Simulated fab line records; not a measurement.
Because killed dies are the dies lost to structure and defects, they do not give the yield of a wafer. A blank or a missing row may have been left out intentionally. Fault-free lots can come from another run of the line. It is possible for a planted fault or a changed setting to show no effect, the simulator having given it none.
Matching of chambers | flow n5Finfet | N5_STI_FIN_REVEAL_ETCH_34 on rieSi-01 has 4 sister chambers
The step etches Si in H2, material Si, target depth 0.97 nm. 4 wafers are shown with their chamber, then 12 later ones without.

WAFERS PAIRED WITH THEIR CHAMBERS
wafer  | chamber | drypumpMotorCurrentA (A)
L086.5 | 3       | 5.0
L088.1 | 2       | 6.5
L088.2 | 1       | 5.8
L088.6 | 0       | 5.2

WAFERS MISSING THEIR CHAMBER
wafer  | drypumpMotorCurrentA (A)
L090.1 | 5.0
L090.2 | 5.8
L090.3 | 5.2
L095.2 | 6.5
L095.3 | 5.8
L095.6 | 5.0
L096.1 | 6.5
L096.2 | 5.0
L096.5 | 5.7
L097.1 | 5.2
L097.4 | 6.6
L097.6 | 6.5

EACH ONE'S CHAMBER
wafer  | from the rows above | in truth
L090.1 | 3                   | 3
L090.2 | 1                   | 1
L090.3 | 0                   | 0
L095.2 | 2                   | 2
L095.3 | 1                   | 1
L095.6 | 3                   | 3
L096.1 | 2                   | 2
L096.2 | 3                   | 3
L096.5 | 1                   | 1
L097.1 | 0                   | 0
L097.4 | 2                   | 2
L097.6 | 2                   | 2
Correctly placed: 12 of 12. Can't be placed from these rows: 0. Wrongly placed: 0.
How it was worked out, from the rows above alone: a wafer's distance from a chamber is the root of the sum, over the readings, of the square of ((its reading less the chamber's mean) divided by the reading's scatter). If the next closest chamber is less than 2 further off than the closest, the wafer can't be placed; otherwise it belongs to the closest. A chamber's mean is the mean of its shown wafers. The scatter: with one shown wafer a chamber, the root of the mean of the squares of how far each hidden wafer lies from its nearest shown one.
